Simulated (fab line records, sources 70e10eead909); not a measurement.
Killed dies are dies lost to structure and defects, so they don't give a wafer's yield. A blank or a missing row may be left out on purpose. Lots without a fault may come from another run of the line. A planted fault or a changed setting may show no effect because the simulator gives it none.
Problem report in the 8D (eight disciplines) form, filled by code | flow nand_harc | the parts of the form that need people (team, actions taken, sign-off) are left out

1. THE PROBLEM
thk_nm at NHARC_A_ONON_D1_THK_MEAS_21 reads a mean of 1430 nm on 6 wafers of 2 lots; wafers without a fault read 997 nm with a standard deviation of 6.1. That is +71 standard deviations from the usual mean.
The step: measures by ellipsometry.
First seen on wafer L367.1, day 13 01:37, on film_metro-02. The record holds 42 wafers of 14 lots with a number at this step. Rule for "out", or "out of limits": more than 4 standard deviations from the usual mean. The other wafers with a number count as sound.

2. WHAT IT IS AND WHAT IT IS NOT
question                    | is                     | is not
which readings at this step | thk_nm                 | -
which lots                  | L367, L370             | L355, L356, L357, L358, L360, L361, L363, L364, L371, L374, L375, L378
which wafers of those lots  | all that have a number | -
read on which gauges        | film_metro-02          | film_metro-01
when                        | from day 13 01:37      | up to then (24 sound wafers); but 12 sound wafers of L371, L374, L375, L378 came after

3. SUSPECTS, AND WHAT RULES EACH OUT
Counting: a tool at a process step up to the reading stays a suspect if it ran every lot that is out and no sound lot after the first of them.
- the gauge at NHARC_A_ONON_D1_THK_MEAS_21: ruled out. All the wafers that are out were read on film_metro-02, but those of them that NHARC_END_SORT_01 has rows for are out there too, on other tools.
- pecvd_onon-02 at NHARC_A_ONON_D1_DEP_19 (target thk 1000 nm): ruled out as a lasting fault. Sound lots L378 ran on it after its first lot that is out, L367 (day 13 01:07).
Left after counting: nothing in the record.

4. THE CAUSE (what the simulator had put in)
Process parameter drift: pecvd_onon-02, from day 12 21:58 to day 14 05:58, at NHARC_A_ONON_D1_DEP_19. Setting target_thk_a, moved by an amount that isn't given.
Counting ruled it out, wrongly: the rule takes a fault to strike every lot that its tool runs from its start on, and this one did not.

5. THE CHAIN OF EFFECTS, in route order
Each row: a reading whose mean over the struck wafers that have a number lies more than 3 standard deviations from the usual. Only readings for which the record gives a usual standard deviation are gone through. hours: the time from each lot's start at the first step in this table that gives one to its start at this step, as a median over the lots. sigmas: the change in usual standard deviations.
hours | step                        | reading         | usual  | on struck wafers | change | sigmas
0     | NHARC_A_ONON_D1_THK_MEAS_21 | thk_nm          | 997 nm | 1430             | +433   | +71
395   | NHARC_END_SORT_01           | killed_at_array | 55     | 671              | +616   | +31
395   | NHARC_END_SORT_01           | killed_dies     | 60     | 677              | +617   | +29

6. WHAT WOULD HAVE CAUGHT IT SOONER
In this record the first reading out of limits at a measuring or inspecting step was taken at day 13 01:37, 4 hours after the fault began at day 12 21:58.
